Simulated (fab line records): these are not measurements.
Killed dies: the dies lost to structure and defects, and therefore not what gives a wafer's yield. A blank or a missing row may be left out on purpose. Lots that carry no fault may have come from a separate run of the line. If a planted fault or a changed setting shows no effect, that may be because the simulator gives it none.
Matching of chambers	flow n5Finfet	N5_BEOL_M10_STRIP_36 on rieDiel-02 has 4 sister chambers
The step strips in N2/H2. 4 wafers are shown with their chamber, then 12 later ones without.

EACH WAFER AND ITS CHAMBER
wafer	chamber	drypumpMotorCurrentA (A)
L085.6	2	5.1
L091.2	3	5.3
L091.3	0	6.1
L091.4	1	5.8

WAFERS WHOSE CHAMBER IS MISSING
wafer	drypumpMotorCurrentA (A)
L089.2	5.3
L089.3	6.2
L089.6	5.8
L093.1	6.2
L093.2	5.3
L093.3	5.8
L093.4	6.1
L093.5	5.8
L093.6	5.3
L092.2	6.2
L092.4	5.1
L092.6	6.2

THE CHAMBER EACH PASSED THROUGH
wafer	from the rows above	in truth
L089.2	3	3
L089.3	0	0
L089.6	1	1
L093.1	0	0
L093.2	3	3
L093.3	1	1
L093.4	0	0
L093.5	1	1
L093.6	3	3
L092.2	0	0
L092.4	2	2
L092.6	0	0
Placed correctly: 12 of 12. Can't be placed from these rows: 0. Number placed wrongly: 0.
How it was worked out, from the rows above alone: a wafer's distance from a chamber is the root of the sum, over the readings, of the square of ((its reading less the chamber's mean) divided by the reading's scatter). The wafer belongs to the nearest chamber; if the next one is less than 2 further off, it can't be placed. For every chamber, the mean is computed from those of its wafers that are shown. The scatter: with one shown wafer a chamber, the root of the mean of the squares of how far each hidden wafer lies from its nearest shown one.
